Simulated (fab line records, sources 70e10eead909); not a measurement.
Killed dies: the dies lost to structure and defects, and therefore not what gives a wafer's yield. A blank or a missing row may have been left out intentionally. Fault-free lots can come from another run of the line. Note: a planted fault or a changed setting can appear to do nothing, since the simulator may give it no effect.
fab line records | flow nandHarc
record lots=14 | wafers=42 | lastDay=33
route steps=1302 shown A_ONON_D2@556 END@1302
lots with no fault: from the same line, run without faults
startH: start of the lot's first displayed wafer, in hours after the record's first day | waitH: time in hours since the lot's previous step | " unchanged from the row above | L1.1+2: a single row standing in for several wafers | - no value present, or no start provided | * or withheld: withheld | < > ~ a bound
route shown NAME@n: names a module that has steps shown in the file, with the first one's number in the route | usual: mean/standard deviation of fault-free wafers | same: alike in all rows | chamber/n: place in a boat | sites: the reading at each site | _std_site: standard deviation across them | _edge_site: outer sites' mean less inner sites' | radiusMm: how far each site lies from the wafer's centre | mask NAME#n: copy n | behind: tool/chamber where the wafer was last shaped | hold: why the lot went on hold/how many hours it stayed there/how the hold came to an end | device: transistor that didn't switch, given as n, p or np | end of line: the tests these same wafers got at the end of their route | a step without rows: its recipe alone | killed: dies that structure and defects cost at the first sort, which is not the same as the wafer's yield | map: the dies of a wafer, with x for killed, . for not killed, _ for no die there
set.NAME: setting as actually run; set.NAME@STEP: the setting as run at that earlier step | model.NAME: the simulator's own value behind a step, which no gauge read
route steps across a sampled set of lots; one table per step, one row per wafer
services: when a tool's chamber went out of use (startH, in hours from the record's first day, below 0 if earlier), for how many hours, and the reason
## steps
# step NHARC_A_ONON_D2_DEP_16
# recipe targetThkA=10000 | n2FlowSccm=2750 | n2oFlowSccm=2000 | nh3FlowSccm=500 | sih4FlowSccm=210 | tempC=400
lot.wafer  | tool         | chamber | startH | waitH
L773.1+5+6 | pecvdOnon-03 | 0       | 278.68 | 0.4
L775.1+3+6 | pecvdOnon-01 | 0       | 290.73 | 0.4
L774.3+4+6 | pecvdOnon-03 | 0       | 290.84 | 0.5
L783.3+5+6 | pecvdOnon-01 | 0       | 384.51 | 0.5
L785.4+5+6 | pecvdOnon-01 | 0       | 411.90 | 0.6
L787.1+2+3 | pecvdOnon-04 | 0       | 432.13 | 0.4
L788.3+5+6 | pecvdOnon-03 | 0       | 432.25 | 0.5
L790.1+3+5 | pecvdOnon-04 | 0       | 451.63 | 0.4
L791.3+4+6 | pecvdOnon-04 | 0       | 459.26 | 0.5
L792.3+4+5 | pecvdOnon-03 | 0       | 485.38 | 0.5
L793.1+2+5 | pecvdOnon-01 | 0       | 497.24 | 0.4
L795.2+3+5 | pecvdOnon-01 | 0       | 511.77 | 0.4
L796.3+4+5 | pecvdOnon-03 | 0       | 511.82 | 0.5
L794.4+5+6 | pecvdOnon-04 | 0       | 511.88 | 0.6
# step NHARC_A_ONON_D2_THK_MEAS_18
# recipe thkMeasGauge=ellipsometry
# usual thkNm=1002/9.2
lot.wafer | tool         | chamber | startH | waitH | thkNm
L773.1    | filmMetro-01 | -       | 279.19 | -     | 1014
L773.5    | "            | -       | "      | "     | 1011
L773.6    | "            | -       | "      | "     | 1014
L775.1    | filmMetro-01 | -       | 291.24 | -     | 1009
L775.3    | "            | -       | "      | "     | 1010
L775.6    | "            | -       | "      | "     | 1007
L774.3    | filmMetro-02 | -       | 291.24 | -     | 1016
L774.4    | "            | -       | "      | "     | 1016
L774.6    | "            | -       | "      | "     | 1016
L783.3    | filmMetro-01 | -       | 384.91 | -     | 1902
L783.5    | "            | -       | "      | "     | 998
L783.6    | "            | -       | "      | "     | 1001
L785.4    | filmMetro-01 | -       | 412.23 | -     | 1899
L785.5    | "            | -       | "      | "     | 998
L785.6    | "            | -       | "      | "     | 997
L788.3    | filmMetro-02 | -       | 432.64 | -     | 983
L788.5    | "            | -       | "      | "     | 983
L788.6    | "            | -       | "      | "     | 981
L787.1    | filmMetro-01 | -       | 432.65 | -     | 998
L787.2    | "            | -       | "      | "     | 1001
L787.3    | "            | -       | "      | "     | 998
L790.1    | filmMetro-02 | -       | 452.14 | -     | 1013
L790.3    | "            | -       | "      | "     | 1011
L790.5    | "            | -       | "      | "     | 1010
L791.3    | filmMetro-02 | -       | 459.65 | -     | 998
L791.4    | "            | -       | "      | "     | 997
L791.6    | "            | -       | "      | "     | 997
L792.3    | filmMetro-02 | -       | 485.78 | -     | 1011
L792.4    | "            | -       | "      | "     | 1012
L792.5    | "            | -       | "      | "     | 1010
L793.1    | filmMetro-01 | -       | 497.75 | -     | 1009
L793.2    | "            | -       | "      | "     | 1011
L793.5    | "            | -       | "      | "     | 1012
L796.3    | filmMetro-01 | -       | 512.22 | -     | 1004
L796.4    | "            | -       | "      | "     | 1003
L796.5    | "            | -       | "      | "     | 1005
L794.4    | filmMetro-02 | -       | 512.22 | -     | 998
L794.5    | "            | -       | "      | "     | 999
L794.6    | "            | -       | "      | "     | 999
L795.2    | filmMetro-01 | -       | 512.22 | -     | 1000
L795.3    | "            | -       | "      | "     | 1001
L795.5    | "            | -       | "      | "     | 1002
# step NHARC_A_ONON_D2_INSPECT_32
# usual rawDefectCount=477/190
lot.wafer | tool             | chamber | startH | waitH | rawDefectCount
L773.1    | defectInspect-02 | -       | 282.00 | 0.0   | 374
L773.5    | "                | -       | "      | "     | 288
L773.6    | "                | -       | "      | "     | 370
L775.1    | defectInspect-02 | -       | 294.05 | 0.0   | 413
L775.3    | "                | -       | "      | "     | 448
L775.6    | "                | -       | "      | "     | 323
L774.3    | defectInspect-02 | -       | 294.08 | 0.0   | 557
L774.4    | "                | -       | "      | "     | 339
L774.6    | "                | -       | "      | "     | 448
L783.3    | defectInspect-02 | -       | 387.71 | 0.0   | 648
L783.5    | "                | -       | "      | "     | 710
L783.6    | "                | -       | "      | "     | 803
L785.4    | defectInspect-01 | -       | 415.05 | 0.0   | 461
L785.5    | "                | -       | "      | "     | 532
L785.6    | "                | -       | "      | "     | 439
L787.1    | defectInspect-01 | -       | 435.47 | 0.0   | 440
L787.2    | "                | -       | "      | "     | 624
L787.3    | "                | -       | "      | "     | 612
L788.3    | defectInspect-02 | -       | 435.49 | 0.0   | 366
L788.5    | "                | -       | "      | "     | 663
L788.6    | "                | -       | "      | "     | 392
L790.1    | defectInspect-02 | -       | 455.02 | 0.0   | 326
L790.3    | "                | -       | "      | "     | 718
L790.5    | "                | -       | "      | "     | 664
L791.3    | defectInspect-01 | -       | 462.46 | 0.0   | 330
L791.4    | "                | -       | "      | "     | 504
L791.6    | "                | -       | "      | "     | 303
L792.3    | defectInspect-02 | -       | 488.58 | 0.0   | 269
L792.4    | "                | -       | "      | "     | 510
L792.5    | "                | -       | "      | "     | 698
L793.1    | defectInspect-02 | -       | 501.00 | 0.0   | 439
L793.2    | "                | -       | "      | "     | 1100
L793.5    | "                | -       | "      | "     | 611
L796.3    | defectInspect-02 | -       | 515.03 | 0.0   | 252
L796.4    | "                | -       | "      | "     | 535
L796.5    | "                | -       | "      | "     | 493
L794.4    | defectInspect-01 | -       | 515.04 | 0.0   | 365
L794.5    | "                | -       | "      | "     | 339
L794.6    | "                | -       | "      | "     | 353
L795.2    | defectInspect-02 | -       | 515.07 | 0.0   | 524
L795.3    | "                | -       | "      | "     | 730
L795.5    | "                | -       | "      | "     | 452
# step NHARC_END_SORT_01
# recipe tempC=25
# usual killedAtArray=52/18 | killedAtOther=1.2/1.5 | killedAtPeriphery=4/3.2 | killedDies=57/17 | killedOpen=3.1/1.9 | killedShort=2.5/1.7
# same grossDies=677
lot.wafer | tool      | chamber | startH | waitH | killedAtArray | killedAtOther | killedAtPeriphery | killedDies | killedOpen | killedShort
L783.3    | prober-02 | 0       | 665.14 | 3.1   | 673           | 1             | 3                 | 677        | 2          | 0
L783.5    | prober-02 | 0       | 666.72 | 3.7   | 55            | 1             | 3                 | 59         | 2          | 4
L783.6    | prober-02 | 0       | 667.51 | 3.9   | 32            | 0             | 2                 | 34         | 3          | 1
L785.4    | prober-02 | 0       | 687.94 | 3.4   | 674           | 0             | 3                 | 677        | 2          | 1
L785.5    | prober-02 | 0       | 688.74 | 3.7   | 70            | 0             | 5                 | 75         | 0          | 2
L785.6    | prober-02 | 0       | 689.54 | 4.0   | 68            | 0             | 2                 | 70         | 7          | 3
# killed by level:class
L783.3 A_ONON_D2:areaDep=641 A_CHANNEL_HOLE_D1:chamberFilmFlake=19 A_CONTACT:chamberFilmFlake=7 P_ZERO_WELL:chamberFilmFlake=2 A_CHANNEL_HOLE_D2:chamberFilmFlake=2 A_CONTACT:geometricParticle:open=1 A_M0:geometricParticle:open=1 P_CONTACT:chamberFilmFlake=1
L783.5 A_CHANNEL_HOLE_D1:chamberFilmFlake=30 A_CONTACT:chamberFilmFlake=11 A_SLIT:chamberFilmFlake=4 A_WL_FILL:geometricParticle:short=2 P_ZERO_WELL:chamberFilmFlake=2 A_CHANNEL_FILL_D1:chamberFilmFlake=2 A_STAIRCASE:chamberFilmFlake=2 P_M0:geometricParticle:open=1
L783.6 A_CHANNEL_HOLE_D1:chamberFilmFlake=15 A_CONTACT:chamberFilmFlake=7 A_CHANNEL_HOLE_D2:chamberFilmFlake=5 P_ZERO_WELL:chamberFilmFlake=2 A_ONON_D1:geometricParticle:short=1 A_CHANNEL_HOLE_D2:geometricParticle:open=1 A_SGD_CUT:geometricParticle:open=1 A_BLC:geometricParticle:open=1
L785.4 A_ONON_D2:areaDep=609 A_SLIT:chamberFilmFlake=30 A_CHANNEL_HOLE_D1:chamberFilmFlake=28 A_CONTACT:chamberFilmFlake=3 P_GATE:chamberFilmFlake=2 A_ONON_D2:geometricParticle:short=1 A_ONON_D2:geometricParticle:open=1 A_M0:geometricParticle:open=1
L785.5 A_CHANNEL_HOLE_D1:chamberFilmFlake=38 A_SLIT:chamberFilmFlake=25 P_GATE:chamberFilmFlake=4 A_ZERO_WELL:chamberFilmFlake=3 A_STAIRCASE:chamberFilmFlake=3 P_M0:geometricParticle:short=1 A_ONON_D1:geometricParticle:short=1
L785.6 A_SLIT:chamberFilmFlake=27 A_CHANNEL_HOLE_D1:chamberFilmFlake=26 A_ONON_D2:geometricParticle:open=3 A_ZERO_WELL:chamberFilmFlake=3 A_BLC:geometricParticle:open=2 A_CONTACT:chamberFilmFlake=2 A_CHANNEL_FILL_D1:geometricParticle:open=1 A_ONON_D2:geometricParticle:short=1
## services
tool         | chamber | startH | hours | kind
pecvdOnon-01 | -       | 269.09 | 13.0  | pm
pecvdOnon-04 | -       | 311.31 | 13.0  | pm
pecvdOnon-03 | -       | 330.47 | 9.8   | repair
pecvdOnon-03 | -       | 408.00 | 13.0  | pm
pecvdOnon-01 | -       | 450.09 | 13.0  | pm
pecvdOnon-04 | -       | 492.31 | 13.0  | pm
## key
firstSign step=NHARC_A_ONON_D2_THK_MEAS_18 | reading=thkNm | direction=up | sigmas=98 | usual=1002 | struck=1901
effect step=NHARC_END_SORT_01 | reading=killedDies | direction=up | sigmas=36 | usual=57 | struck=677
moreKillsBornAt NHARC_A_ONON_D2_DEP_16@pecvdOnon-01=1250
metAt NHARC_A_ONON_D2_DEP_16
struckLots L783,L785
struckWafers L783.3,L785.4
laterRowsLeftOut L783.3,L785.4
testerLeftOut L783,L785
notActingAt NHARC_A_ONON_D2_INSPECT_32
onsetBetween 290.73 384.51
fault kind=processParameterDrift | tool=pecvdOnon-01 | chamber=- | onsetH=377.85 | steps=NHARC_A_ONON_D2_DEP_16 | channel=targetThkA | offset=* | shape=step | endH=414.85 | scope=struckWafersOnly | actsIn=* | stated=*
# testerLeftOut: of these lots the tester's yield and bins aren't shown, on N5 and GAA mostly nor the transistor test; their killed dies are dies lost to structure and defects alone, not to doping, threshold or leakage, so they don't give the yield
# laterRowsLeftOut: the simulator's readings of these wafers behind a module that went badly wrong aren't trusted and aren't shown, but for the sort
